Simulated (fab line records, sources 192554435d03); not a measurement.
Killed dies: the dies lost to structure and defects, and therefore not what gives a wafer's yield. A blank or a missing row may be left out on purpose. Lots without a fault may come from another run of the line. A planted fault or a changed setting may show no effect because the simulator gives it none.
Comparing a struck lot with a sound one | flow n5_finfet | 30 steps out of a route of 1938
Sound: these wafers, L282.2, L282.4, L282.5. Struck: wafers L291.2, L291.4, L291.5. The cause is given at the end.
For every step that has rows: the tool of each side, followed by ch and its chambers, followed by its first start. Under that, the readings that differ: sound wafers | struck wafers | difference of the means | sigmas: that difference in standard deviations of wafers without a fault.
alike: readings with means less than 2 such deviations apart, plus words and numbers identical on both sides. not compared: withheld readings, readings lacking a value on some wafer, bounds such as >300 that could conceal the same value, and numbers that have no deviation in the record and whose values overlap.
A row with sigmas, a row that says differs or no value, or rows on one side alone: a step with any of these is where the two part. When numbers do not overlap yet have no deviation, they are printed without sigmas and do not part them. A reading that every wafer of one side lacks parts them only if that side has two wafers or more.

first, 9 steps without rows for these wafers: N5_BEOL_M1_COAT_62 (time 60 s, resist thk 12 nm); N5_BEOL_M1_COAT_73 (time 60 s, resist thk 5 nm); N5_BEOL_M1_COAT_05 (resist thk 30 nm); N5_BEOL_M1_EBR_07; N5_BEOL_M1_SOFTBAKE_06 (time 60 s); N5_BEOL_M1_EXPOSE_08 (exposes mask M1); N5_BEOL_M1_PEB_09 (peb time 60 s); N5_BEOL_M1_DEVELOP_10 (develop time 30 s); N5_BEOL_M1_DESCUM_16 (chemistry O2, time 7 s).
N5_BEOL_M1_ETCH_74: etches underlayer in N2/H2, target depth 6.5 nm, time 5.2 s.
  sound on rie_diel-02 ch 2,3, day 6 10:38; struck on rie_diel-02 ch 1,3, day 9 00:41
  alike: chamber_pressure_mTorr, drypump_motor_current_A, etch_rf_on_time_s, oes_product_au, rf_vpp_V, showerhead_plenum_p_Torr, throttle_valve_pct
  not compared: rf_hours_counter_h
then, 16 steps without rows for these wafers: N5_BEOL_M1_ETCH_63 (etches SiARC in CF4, target depth 15.6 nm, time 26 s); N5_BEOL_M1_ETCH_64 (etches SOC in N2/H2, target depth 75 nm, overetch 15 nm, time 112.5 s); N5_BEOL_M1_STRIP_65 (strips in N2/H2); N5_BEOL_M1_STRIP_75 (strips in N2/H2); N5_BEOL_M1_STRIP_66 (strips in CF4); N5_BEOL_M1_HM_OPEN_17 (chemistry Cl2/BCl3, target TiN, target depth 20 nm, overetch 6 nm); N5_BEOL_M1_STRIP_19 (strips in O2); N5_BEOL_M1_COAT_67 (time 60 s, resist thk 60 nm); N5_BEOL_M1_COAT_68 (time 60 s, resist thk 12 nm); N5_BEOL_M1_COAT_76 (time 60 s, resist thk 5 nm); N5_BEOL_M1_COAT_22 (resist thk 30 nm); N5_BEOL_M1_EBR_24; N5_BEOL_M1_SOFTBAKE_23 (time 60 s); N5_BEOL_M1_EXPOSE_25 (exposes mask V0, defocus 5 nm, target cd 24 nm); N5_BEOL_M1_PEB_26 (peb time 60 s); N5_BEOL_M1_DEVELOP_27 (develop time 30 s).
N5_BEOL_M1_INSPECT_30: inspects for defects (brightfield).
  sound on defect_inspect-01, day 6 11:26; struck on defect_inspect-01, day 9 01:31
  reading          | sound       | struck       | difference | sigmas
  raw_defect_count | 304 325 306 | 907 1128 928 | +676       | +8
then, 1 step without rows for these wafers: N5_BEOL_M1_DESCUM_33 (chemistry O2, time 7 s).
N5_BEOL_M4_RC_MEAS_101:
  sound on prober-01 ch 0, day 8 01:04; struck on prober-02 ch 0, day 10 11:07
  reading   | sound          | struck         | difference | sigmas
  VT_P (mV) | -240 -244 -242 | -256 -252 -250 | -11        | -3
  alike: DIBL_N, DIBL_P, IOFF_N, IOFF_P, ION_N, ION_P, SS_N, SS_P, VT_N
-- a jump in the record: the struck wafers' starts before and after are 4 days apart (it breaks off in module BEOL_M4 and resumes in module PASSIVATION, where the first step shown is number 1936 of the route) --
N5_PASSIVATION_PROBE_49:
  sound on prober-02, day 12 09:07; struck on prober-01, day 14 09:31
  reading                  | sound          | struck         | difference | sigmas
  defect_limited_yield (%) | 93.0 92.2 90.3 | 84.6 82.2 80.6 | -9.4       | -7
  killed_at_M0_to_M3       | 31 29 35       | 114 139 135    | +98        | +9
  killed_dies              | 83 92 114      | 182 210 229    | +111       | +7
  killed_on_rim            | 8 9 17         | 28 30 35       | +20        | +5
  sort_bin_5_function (%)  | 3.8 4.2 5.6    | 9.1 10.9 11.6  | +6.0       | +7
  sort_bin_6_memory (%)    | 3.1 3.1 3.7    | 4.1 5.1 5.5    | +1.6       | +2
  sort_n_pass              | 1097 1088 1066 | 998 970 951    | -111       | -7
  sort_yield_pct (%)       | 93.0 92.2 90.3 | 84.6 82.2 80.6 | -9.4       | -7
  alike: killed_at_M4_up, killed_at_contacts, killed_at_front_end, killed_at_other, killed_open, killed_short

WHERE THEY PART
First at N5_BEOL_M1_INSPECT_30; last, within this record, at N5_PASSIVATION_PROBE_49.

WHY: whatever the simulator had introduced
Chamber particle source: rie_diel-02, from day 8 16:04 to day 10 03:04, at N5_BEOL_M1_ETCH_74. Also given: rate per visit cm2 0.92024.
